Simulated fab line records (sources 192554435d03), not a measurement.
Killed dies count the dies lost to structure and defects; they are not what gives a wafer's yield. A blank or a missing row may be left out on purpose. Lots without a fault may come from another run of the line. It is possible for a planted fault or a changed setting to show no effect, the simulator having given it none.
Matching of chambers ; flow n5 finfet ; 4 sister chambers for N5_BEOL_M8_ETCH_62 on rie diel-01
The step etches SOC in N2/H2, target depth 110 nm, overetch 22 nm, time 165 s. 20 wafers are shown with their chamber, then 10 later ones without.

WAFERS WITH THEIR CHAMBER
wafer;chamber;drypump motor current A (A);showerhead plenum p Torr (Torr);throttle valve pct (%)
L078.1;2;5.3;2.51;18.09
L078.3;0;6.7;2.62;17.60
L078.5;3;5.5;2.51;18.10
L077.2;2;5.3;2.51;18.10
L077.5;3;5.5;2.51;18.12
L077.6;0;6.7;2.62;17.57
L079.1;0;6.7;2.61;17.60
L079.2;3;5.5;2.51;18.11
L079.4;0;6.7;2.61;17.61
L081.1;0;6.7;2.61;17.63
L081.3;3;5.5;2.50;18.13
L081.5;0;6.7;2.61;17.61
L084.1;2;5.3;2.50;17.66
L084.2;1;6.5;2.55;17.42
L084.3;0;6.7;2.61;17.64
L084.4;0;6.7;2.61;17.64
L084.5;1;6.4;2.55;17.42
L084.6;2;5.3;2.50;17.66
L087.3;0;6.7;2.60;17.64
L087.4;1;6.4;2.55;17.44

SIGNATURES, as means of the wafers listed above
reading;chamber 0;chamber 1;chamber 2;chamber 3;scatter within a chamber
drypump motor current A;6.700;6.433;5.300;5.500;0.0204
showerhead plenum p Torr;2.6111;2.5500;2.5050;2.5075;0.00538
throttle valve pct;17.6156;17.4267;17.8775;18.1150;0.11
Rule: a wafer lies at a distance from a chamber equal to the root of the sum of squares, over the readings, of (its reading less the chamber's mean, divided by the reading's scatter). If the next closest chamber is less than 2 further off than the closest, the wafer can't be placed; otherwise it belongs to the closest. How the scatter is found: for the shown wafers, subtract from each reading the mean of its chamber, square and add these, divide the total by (wafers less chambers), then take the root.

WAFERS WHOSE CHAMBER IS MISSING
wafer;drypump motor current A (A);showerhead plenum p Torr (Torr);throttle valve pct (%)
L087.6;5.4;2.50;17.71
L090.3;6.4;2.55;17.42
L090.4;6.7;2.60;17.64
L090.6;5.5;2.50;17.72
L096.2;5.3;2.49;17.69
L096.3;5.5;2.49;17.73
L096.4;6.4;2.54;17.45
L094.1;6.4;2.54;17.45
L094.4;5.4;2.49;17.74
L094.6;5.5;2.49;17.73

THE CHAMBER EACH PASSED THROUGH
wafer;from the rows above;in truth
L087.6;can't be placed: 2 or 3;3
L090.3;1;1
L090.4;0;0
L090.6;3;3
L096.2;2;2
L096.3;3;3
L096.4;1;1
L094.1;1;1
L094.4;can't be placed: 2 or 3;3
L094.6;3;3
Correctly placed: 8 of 10. Cannot be placed on the basis of these rows: 2; the candidates contain the true chamber in 2. Number placed wrongly: 0.
